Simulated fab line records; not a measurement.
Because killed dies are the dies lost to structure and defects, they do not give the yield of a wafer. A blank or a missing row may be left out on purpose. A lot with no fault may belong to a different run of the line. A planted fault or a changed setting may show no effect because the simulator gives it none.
Which tool was responsible? -- flow n5-finfet -- Sampling: 10 lots, 29 wafers, 6 of 1938 route steps

== WHAT EACH GAUGE READ, for each wafer ==
N5_BEOL_M2_INSPECT_59: inspects for defects (darkfield). Usual: raw-defect-count at 74, with a standard deviation of 24.
lot,measured,on,raw-defect-count,flag
L885,day 7 06:17,defect-inspect-02,72 67 33,
L886,day 7 19:07,defect-inspect-02,61 67 53,
L888,day 8 11:08,defect-inspect-01,75 102 66,
L889,day 8 15:07,defect-inspect-01,133 96 95,
L891,day 9 08:44,defect-inspect-02,63 54 54,
L892,day 9 08:33,defect-inspect-02,64 119 96,
L893,day 9 10:53,defect-inspect-01,66 52 49,
L901,day 12 02:07,defect-inspect-02,81 73,
L904,day 12 07:23,defect-inspect-02,46 67 74,
L903,day 12 13:37,defect-inspect-02,32 39 35,

N5_BEOL_M4_RC_MEAS_101. Usual: DIBL_N 36.8 mV/V, standard deviation 2.2; DIBL_P 37.0 mV/V, standard deviation 2.8; IOFF_N 0.18 nA/um, standard deviation 0.043; IOFF_P 0.23 nA/um, standard deviation 0.05; ION_N 680 uA/um, standard deviation 14; ION_P 466 uA/um, standard deviation 9.1; SS_N 71.7 mV/dec, standard deviation 0.74; SS_P 73.5 mV/dec, standard deviation 0.79; VT_N 248 mV, standard deviation 4; VT_P -249 mV, standard deviation 4.1.
lot,measured,on,DIBL_N (mV/V),DIBL_P (mV/V),IOFF_N (nA/um),IOFF_P (nA/um),ION_N (uA/um),ION_P (uA/um),SS_N (mV/dec),SS_P (mV/dec),VT_N (mV),VT_P (mV),flag
L885,day 8 01:04,prober-01,39.6 35.4 37.8,41.3 36.2 39.6,0.29 0.17 0.23,0.36 0.22 0.32,715 691 696,484 470 480,72.7 71.5 72.1,74.8 73.3 74.0,238 247 243,-241 -246 -242,
L886,day 9 05:10,prober-01,35.7 36.3 37.7,36.9 38.2 40.2,0.18 0.17 0.23,0.19 0.19 0.24,677 667 700,453 456 467,71.6 71.6 72.0,73.4 73.1 73.6,243 253 244,-254 -253 -250,
L888,day 9 11:35,prober-01,36.2 39.3 36.2,37.8 41.7 38.4,0.16 0.21 0.15,0.20 0.29 0.20,681 692 676,464 469 463,72.4 73.0 71.3,72.9 74.6 72.4,250 247 249,-251 -248 -251,
L889,day 9 13:09,prober-02,38.0 39.4 34.8,36.7 38.2 32.6,0.21 0.22 0.13,0.23 0.24 0.16,690 699 684,468 469 462,71.7 72.1 71.1,73.6 74.7 72.6,246 249 253,-250 -248 -253,
L891,day 10 08:27,prober-02,40.9 36.3 31.0,45.1 39.3 32.1,0.28 0.17 0.09,0.36 0.23 0.13,698 685 647,474 472 449,72.8 71.2 69.7,75.9 72.8 71.9,240 247 256,-244 -251 -257,
L892,day 10 14:59,prober-01,36.7 36.1 35.3,37.0 36.3 35.5,0.18 0.17 0.14,0.25 0.24 0.24,681 673 662,472 471 462,71.6 72.1 71.9,73.8 73.8 73.0,246 249 253,-245 -248 -246,
L893,day 10 14:43,prober-02,40.1 38.5 42.5,39.8 38.5 42.6,0.20 0.19 0.27,0.30 0.28 0.36,671 681 700,470 477 479,72.0 71.6 73.1,74.3 73.3 74.9,249 246 244,-244 -243 -242,
L901,day 12 20:48,prober-02,34.6 39.2,34.2 40.9,0.13 0.25,0.19 0.31,664 695,457 474,70.7 71.6,73.0 74.1,252 242,-251 -244,
L904,day 13 03:29,prober-01,37.4 39.8 38.5,36.0 41.2 37.6,0.18 0.25 0.21,0.20 0.31 0.23,687 707 683,459 480 460,71.9 73.3 72.8,73.4 74.3 73.8,249 244 247,-252 -249 -250,
L903,day 13 05:25,prober-02,38.8 37.5 37.8,40.2 39.5 38.9,0.22 0.20 0.18,0.29 0.29 0.25,696 696 679,472 480 466,72.0 72.4 72.2,74.7 74.3 74.3,247 245 249,-244 -244 -245,

== WHAT TOOL EACH LOT RAN ON (gives the tool, then ch and the chambers of the sampled wafers, and finally the start) ==
lot,N5_BEOL_M2_PECVD_72,N5_BEOL_M2_ANNEAL_89,N5_BEOL_M2_ANNEAL_51,N5_BEOL_M2_CMP_52
L885,"pecvd-01 ch 0,1,2, day 6 19:23","pvd-sputter-01, day 7 04:25","rtp-anneal-01 ch 0, day 7 05:25","cmp-01 ch 0,3, day 7 05:43"
L886,"pecvd-03 ch 1,2, day 7 03:13","pvd-sputter-01, day 7 17:13","rtp-anneal-01 ch 0, day 7 18:13","cmp-03 ch 0,1,3, day 7 18:35"
L888,"pecvd-04 ch 0,2, day 7 22:11","pvd-sputter-02, day 8 09:13","rtp-anneal-02 ch 0, day 8 10:13","cmp-01 ch 2,3, day 8 10:31"
L889,"pecvd-04 ch 0,1,2, day 8 01:35","pvd-sputter-01, day 8 13:13","rtp-anneal-01 ch 0, day 8 14:13","cmp-03 ch 1,2,3, day 8 14:33"
L891,"pecvd-01 ch 0,1,2, day 8 13:59","pvd-sputter-03, day 9 06:41","rtp-anneal-02 ch 0, day 9 07:40","cmp-03 ch 0,1,2, day 9 08:10"
L892,"pecvd-01 ch 0,1,2, day 8 16:53","pvd-sputter-02, day 9 06:38","rtp-anneal-01 ch 0, day 9 07:41","cmp-03 ch 0,1,2, day 9 08:01"
L893,"pecvd-04 ch 0,1,2, day 8 20:16","pvd-sputter-02, day 9 08:59","rtp-anneal-01 ch 0, day 9 10:01","cmp-03 ch 0,2, day 9 10:19"
L901,"pecvd-01 ch 0, day 11 17:10","pvd-sputter-01, day 11 23:25","rtp-anneal-02 ch 0, day 12 00:27","cmp-04 ch 1,3, day 12 01:25"
L904,"pecvd-03 ch 0,1, day 11 20:29","pvd-sputter-03, day 12 05:11","rtp-anneal-01 ch 0, day 12 06:29","cmp-03 ch 0,1,3, day 12 06:48"
L903,"pecvd-01 ch 0,2, day 11 21:01","pvd-sputter-01, day 12 11:38","rtp-anneal-01 ch 0, day 12 12:38","cmp-03 ch 0,1,3, day 12 12:59"
- N5_BEOL_M2_PECVD_72: deposits SiO2 from TEOS/O2, target thk 16 nm, time 18 s.
- N5_BEOL_M2_ANNEAL_89: time 240 s.
- N5_BEOL_M2_ANNEAL_51: time 90 s.
- N5_BEOL_M2_CMP_52: polishes, stops on SiOC, t overpolish 6.8 s, target thk 40 nm.

== AS READ BY THE TOOLS THEMSELVES (means over the sampled wafers that have a number; for cases with no such wafer, the mark the record gives instead) ==
N5_BEOL_M2_PECVD_72. Usual: chamber-pressure-Torr 5.500 Torr, standard deviation 0.011; heater-power-w 725 W, standard deviation 110; showerhead-plenum-p-Torr 8.81 Torr, standard deviation 0.032; throttle-valve-pct 22.7 %, standard deviation 1.
lot,tool,chamber-pressure-Torr (Torr),heater-power-w (W),showerhead-plenum-p-Torr (Torr),throttle-valve-pct (%),flag
L885,pecvd-01,5.505,815,8.81,22.5,
L886,pecvd-03,5.509,602,8.78,22.8,
L888,pecvd-04,5.497,654,8.83,23.1,
L889,pecvd-04,5.494,639,8.79,23.1,
L891,pecvd-01,5.489,796,8.83,22.8,
L892,pecvd-01,5.507,784,8.82,22.5,
L893,pecvd-04,5.497,631,8.79,22.9,
L901,pecvd-01,5.496,834,8.85,23.8,
L904,pecvd-03,5.496,643,8.79,22.3,
L903,pecvd-01,5.491,649,8.84,22.3,

N5_BEOL_M2_ANNEAL_89. Usual: heater-power-w at 856 W, with a standard deviation of 130.
lot,tool,heater-power-w (W),flag
L885,pvd-sputter-01,807,
L886,pvd-sputter-01,812,
L888,pvd-sputter-02,876,
L889,pvd-sputter-01,848,
L891,pvd-sputter-03,866,
L892,pvd-sputter-02,873,
L893,pvd-sputter-02,1029,
L901,pvd-sputter-01,882,
L904,pvd-sputter-03,869,
L903,pvd-sputter-01,841,

N5_BEOL_M2_ANNEAL_51. Usual: wafer_temp_C_max at 226.1, with a standard deviation of 0.4.
lot,tool,wafer_temp_C_max,flag
L885,rtp-anneal-01,226.2,
L886,rtp-anneal-01,226.4,
L888,rtp-anneal-02,225.9,
L889,rtp-anneal-01,226.5,
L891,rtp-anneal-02,225.8,
L892,rtp-anneal-01,226.3,
L893,rtp-anneal-01,226.5,
L901,rtp-anneal-02,225.8,
L904,rtp-anneal-01,226.3,
L903,rtp-anneal-01,226.2,

N5_BEOL_M2_CMP_52. Usual: barrier-field-endpoint-s 24.7 s, standard deviation 0.8; motor-current-A 5.8 A, standard deviation 0.57.
lot,tool,barrier-field-endpoint-s (s),motor-current-A (A),flag
L885,cmp-01,24.2,5.7,
L886,cmp-03,25.6,5.9,
L888,cmp-01,24.2,5.6,
L889,cmp-03,24.4,5.7,
L891,cmp-03,24.0,5.6,
L892,cmp-03,24.2,5.6,
L893,cmp-03,25.1,5.9,
L901,cmp-04,28.8,6.5,OFF
L904,cmp-03,25.0,5.8,
L903,cmp-03,30.6,5.7,OFF

== THE ANSWER, worked out from the rows above alone ==
Rule: a lot counts as off when the mean over its wafers that have a number is more than 3 standard deviations away from the usual mean. Also off: a lot with no number at a reading for which 4 or more lots have one. All remaining lots with rows at the step are treated as sound. The gauges are gone through in route order, then the tools' own readings, and for those a lot's mean is taken as printed above. The first step at which some lot is off is used, and at that step the reading that is off furthest; a lot without a number counts as furthest.
Off at N5_BEOL_M2_CMP_52 (barrier-field-endpoint-s): L901, L903.
If a tool, at that step or one of the process steps before it, ran each lot that is off and ran no sound lot following the first of them, it fits. Can't be told from this: 2 tools fit, pecvd-01 at N5_BEOL_M2_PECVD_72, pvd-sputter-01 at N5_BEOL_M2_ANNEAL_89.

== WHAT WAS PUT IN BY THE SIMULATOR ==
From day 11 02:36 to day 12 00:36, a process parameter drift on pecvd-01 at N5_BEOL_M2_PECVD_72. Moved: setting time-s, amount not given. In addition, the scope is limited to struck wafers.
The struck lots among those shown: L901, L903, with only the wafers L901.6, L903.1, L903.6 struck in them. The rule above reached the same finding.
